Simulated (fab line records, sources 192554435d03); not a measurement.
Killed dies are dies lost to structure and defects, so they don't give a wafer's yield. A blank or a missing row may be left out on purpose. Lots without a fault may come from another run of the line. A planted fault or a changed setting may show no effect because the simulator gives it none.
Chamber matching | flow n5_finfet | N5_SDB_CMP_30 on cmp-03: 4 sister chambers
The step polishes, stops on poly-Si, t overpolish 1.54 s, target thk 30 nm. 4 wafers are shown with their chamber, then 7 later ones without.

WAFERS WITH THEIR CHAMBER
wafer  | chamber | motor_current_A (A)
L084.6 | 1       | 11.5
L086.5 | 0       | 12.6
L090.1 | 3       | 15.2
L090.4 | 2       | 15.0

WAFERS WITHOUT THEIR CHAMBER
wafer  | motor_current_A (A)
L090.5 | 15.2
L092.2 | 12.7
L092.5 | 12.2
L092.6 | 11.1
L094.1 | 12.3
L094.4 | 15.0
L094.6 | 11.7

WHICH CHAMBER EACH WENT THROUGH
wafer  | from the rows above     | in truth
L090.5 | can't be placed: 3 or 2 | 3
L092.2 | 0                       | 0
L092.5 | can't be placed: 0 or 1 | 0
L092.6 | 1                       | 1
L094.1 | can't be placed: 0 or 1 | 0
L094.4 | can't be placed: 2 or 3 | 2
L094.6 | 1                       | 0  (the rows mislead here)
Placed correctly: 2 of 7. Can't be placed from these rows: 4 (the true chamber is among the candidates in 4). Placed wrongly: 1.
How it was worked out, from the rows above alone: a wafer's distance from a chamber is the root of the sum, over the readings, of the square of ((its reading less the chamber's mean) divided by the reading's scatter). The wafer belongs to the nearest chamber; if the next one is less than 2 further off, it can't be placed. A chamber's mean is the mean of its shown wafers. The scatter: with one shown wafer a chamber, the root of the mean of the squares of how far each hidden wafer lies from its nearest shown one.
